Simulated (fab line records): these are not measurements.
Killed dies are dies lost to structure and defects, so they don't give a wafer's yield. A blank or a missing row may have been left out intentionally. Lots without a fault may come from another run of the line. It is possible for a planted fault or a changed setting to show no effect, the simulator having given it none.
The tool behind it: which one? | flow nandHarc | 14 lots with 42 wafers sampled at 4 steps, on a route of 1159 steps

== WHAT THE GAUGES READ, wafer by wafer ==
NHARC_END_SORT_01. Usual: killedAtArray 28, standard deviation 8.6; killedAtOther 0.7, standard deviation 1.2; killedAtPeriphery 3.1, standard deviation 2.3; killedDies 32, standard deviation 8.7; killedOpen 3.2, standard deviation 1.7; killedShort 2.0, standard deviation 1.5.
lot  | measured     | on        | killedAtArray | killedAtOther | killedAtPeriphery | killedDies  | killedOpen | killedShort | flag
L817 | day 20 05:33 | prober-02 | 41 33 18      | 1 0 0         | 4 3 8             | 46 36 26    | 7 1 6      | 2 2 4       | 
L818 | day 20 18:22 | prober-01 | 27 42 24      | 0 2 3         | 3 4 4             | 30 48 31    | 4 3 4      | 7 4 2       | 
L821 | day 21 05:57 | prober-02 | 30 21 28      | 4 0 2         | 7 8 3             | 41 29 33    | 2 2 2      | 4 2 5       | 
L824 | day 21 20:43 | prober-01 | 30 19 25      | 2 1 1         | 4 3 5             | 36 23 31    | 7 3 4      | 5 2 2       | 
L820 | day 21 12:55 | prober-02 | 25 25 32      | 0 1 0         | 0 4 2             | 25 30 34    | 1 7 5      | 0 1 2       | 
L823 | day 21 13:43 | prober-01 | 27 33 26      | 0 0 0         | 0 3 2             | 27 36 28    | 2 4 7      | 0 2 2       | 
L827 | day 22 11:03 | prober-02 | 38 36 29      | 0 0 0         | 3 4 0             | 41 40 29    | 3 4 3      | 3 2 5       | 
L826 | day 23 02:02 | prober-02 | 30 42 34      | 0 0 0         | 1 1 1             | 31 43 35    | 5 6 5      | 2 2 6       | 
L829 | day 23 02:01 | prober-01 | 77 83 87      | 3 4 3         | 5 3 3             | 85 90 93    | 2 3 4      | 2 1 6       | OFF
L830 | day 23 21:09 | prober-01 | 98 127 100    | 0 0 0         | 3 6 7             | 101 133 107 | 2 2 4      | 1 0 0       | OFF

== WHAT TOOL EACH LOT RAN ON (gives the tool, then ch and the chambers of the sampled wafers, and finally the start) ==
lot  | NHARC_A_CONTACT_ETCH_138           | NHARC_THIN_TSV_DESCUM_14          | NHARC_THIN_TSV_STRIP_62
L816 | harCapEtch-02 ch 0,1, day 17 10:46 | rieDiel-06 ch 2,3, day 18 21:31   | plasmaAsher-01 ch 0,1, day 19 00:08
L815 | harCapEtch-03 ch 0,1, day 17 11:39 | rieDiel-06 ch 0,1,2, day 19 01:10 | plasmaAsher-01 ch 0,1, day 19 03:37
L819 | harCapEtch-02 ch 0, day 17 16:50   | rieDiel-13 ch 1,2,3, day 19 05:38 | plasmaAsher-02 ch 0,1, day 19 08:08
L817 | harCapEtch-01 ch 0,1, day 17 19:17 | rieDiel-01 ch 2,3, day 19 06:49   | plasmaAsher-01 ch 0,1, day 19 09:26
L818 | harCapEtch-01 ch 0,1, day 18 15:30 | rieDiel-01 ch 0,1, day 20 01:42   | plasmaAsher-02 ch 0,1, day 20 04:47
L821 | harCapEtch-02 ch 0,1, day 18 21:46 | rieDiel-13 ch 0,1,2, day 20 13:56 | plasmaAsher-01 ch 0,1, day 20 16:24
L824 | harCapEtch-02 ch 0,1, day 19 02:39 | rieDiel-13 ch 0,1, day 20 20:12   | plasmaAsher-01 ch 0,1, day 20 23:06
L820 | harCapEtch-03 ch 0,1, day 19 03:50 | rieDiel-06 ch 2,3, day 20 21:35   | plasmaAsher-02 ch 0,1, day 21 00:02
L823 | harCapEtch-03 ch 0,1, day 19 09:31 | rieDiel-13 ch 1,2,3, day 20 22:40 | plasmaAsher-02 ch 0,1, day 21 01:10
L827 | harCapEtch-01 ch 0,1, day 20 04:04 | rieDiel-06 ch 1,2,3, day 21 16:35 | plasmaAsher-01 ch 0,1, day 21 19:10
L826 | harCapEtch-03 ch 0,1, day 20 19:52 | rieDiel-06 ch 1,2, day 22 11:07   | plasmaAsher-02 ch 0,1, day 22 13:46
L829 | harCapEtch-02 ch 0, day 20 20:47   | rieDiel-13 ch 0,1,2, day 22 12:23 | plasmaAsher-01 ch 0,1, day 22 14:52
L831 | harCapEtch-03 ch 0,1, day 21 04:35 | rieDiel-13 ch 0,1,2, day 22 20:20 | plasmaAsher-01 ch 0,1, day 22 23:01
L830 | harCapEtch-02 ch 0,1, day 21 10:01 | rieDiel-01 ch 0,3, day 23 04:01   | plasmaAsher-02 ch 0,1, day 23 06:28
- NHARC_A_CONTACT_ETCH_138: etches the open film in C4F8/O2/Ar, time 132 s, target depth 1289 nm.
- NHARC_THIN_TSV_DESCUM_14: chemistry O2, time 3 s.
- NHARC_THIN_TSV_STRIP_62: strips in N2/H2, time 20 s.

== AS READ BY THE TOOLS THEMSELVES (means over the sampled wafers that have a number; for cases with no such wafer, the mark the record gives instead) ==
NHARC_THIN_TSV_DESCUM_14. Usual: drypumpMotorCurrentA 5.5 A, standard deviation 0.39; mfcArSccm 0.013 sccm, standard deviation 0.013; oesProductAu 1.003 a.u., standard deviation 0.0094; rfVppV 57.5 V, standard deviation 0.84; showerheadPlenumPTorr 1.88 Torr, standard deviation 0.076; throttleValvePct 11.311 %, standard deviation 0.0091.
lot  | tool       | drypumpMotorCurrentA (A) | mfcArSccm (sccm) | oesProductAu (a.u.) | rfVppV (V) | showerheadPlenumPTorr (Torr) | throttleValvePct (%) | flag
L816 | rieDiel-06 | 5.5                      | 0.008            | 0.995               | 57.6       | 1.81                         | 11.323               | 
L815 | rieDiel-06 | 5.6                      | 0.024            | 1.007               | 57.5       | 1.91                         | 11.307               | 
L819 | rieDiel-13 | 5.3                      | 0.000            | 1.014               | 57.4       | 1.86                         | 11.310               | 
L817 | rieDiel-01 | 5.3                      | 0.014            | 1.004               | 58.1       | 1.95                         | 11.310               | 
L818 | rieDiel-01 | 5.4                      | 0.020            | 0.985               | 58.2       | 1.89                         | 11.304               | 
L821 | rieDiel-13 | 5.4                      | 0.011            | 1.008               | 58.2       | 1.88                         | 11.309               | 
L824 | rieDiel-13 | 5.6                      | 0.022            | 1.003               | 57.5       | 1.82                         | 11.308               | 
L820 | rieDiel-06 | 5.3                      | 0.015            | 1.000               | 57.2       | 1.81                         | 11.308               | 
L823 | rieDiel-13 | 5.3                      | 0.000            | 0.996               | 58.0       | 1.86                         | 11.312               | 
L827 | rieDiel-06 | 5.7                      | 0.014            | 1.009               | 57.6       | 1.86                         | 11.311               | 
L826 | rieDiel-06 | 5.5                      | 0.021            | 1.008               | 57.2       | 1.85                         | 11.309               | 
L829 | rieDiel-13 | 5.4                      | 0.011            | 1.005               | 57.2       | 1.87                         | 11.319               | 
L831 | rieDiel-13 | 5.4                      | 0.011            | 1.001               | 57.3       | 1.87                         | 11.307               | 
L830 | rieDiel-01 | 5.3                      | 0.022            | 1.001               | 58.2       | 1.94                         | 11.315               | 

NHARC_THIN_TSV_STRIP_62. Usual: drypumpMotorCurrentA 5.67 A, standard deviation 0.22; heaterPowerW 317 W, standard deviation 41.
lot  | tool           | drypumpMotorCurrentA (A) | heaterPowerW (W) | flag
L816 | plasmaAsher-01 | 5.58                     | 360              | 
L815 | plasmaAsher-01 | 5.60                     | 360              | 
L819 | plasmaAsher-02 | 5.91                     | 273              | 
L817 | plasmaAsher-01 | 5.54                     | 360              | 
L818 | plasmaAsher-02 | 5.91                     | 305              | 
L821 | plasmaAsher-01 | 5.51                     | 321              | 
L824 | plasmaAsher-01 | 5.58                     | 333              | 
L820 | plasmaAsher-02 | 5.91                     | 302              | 
L823 | plasmaAsher-02 | 5.89                     | 299              | 
L827 | plasmaAsher-01 | 5.48                     | 328              | 
L826 | plasmaAsher-02 | 5.92                     | 272              | 
L829 | plasmaAsher-01 | 5.58                     | 334              | 
L831 | plasmaAsher-01 | 5.47                     | 323              | 
L830 | plasmaAsher-02 | 5.89                     | 272              | 

== THE ANSWER, worked out from the rows above alone ==
Rule: take the mean of a lot's wafers that have a number; if it is more than 3 standard deviations from the usual mean, the lot is off. Also off: a lot with no number at a reading for which 4 or more lots have one. The other lots that the step has rows for count as sound. Order of review: gauges by route order, followed by the tools' own readings, for which a lot's mean as printed above is used. The first step at which some lot is off is used, and at that step the reading that is off furthest; a lot without a number counts as furthest.
Off: L829, L830, at NHARC_END_SORT_01 (killedDies). Neither off nor sound, because the step has no rows for them: L816, L815, L819, L831.
If a tool, at a process step before that reading, ran all the lots that are off and no sound lot after the first of them, it fits. The gauges at NHARC_END_SORT_01 are tried like those tools. This does not decide it: 2 tools fit, namely harCapEtch-02 at NHARC_A_CONTACT_ETCH_138 and prober-01 at NHARC_END_SORT_01.

== WHAT THE SIMULATOR HAD PUT IN ==
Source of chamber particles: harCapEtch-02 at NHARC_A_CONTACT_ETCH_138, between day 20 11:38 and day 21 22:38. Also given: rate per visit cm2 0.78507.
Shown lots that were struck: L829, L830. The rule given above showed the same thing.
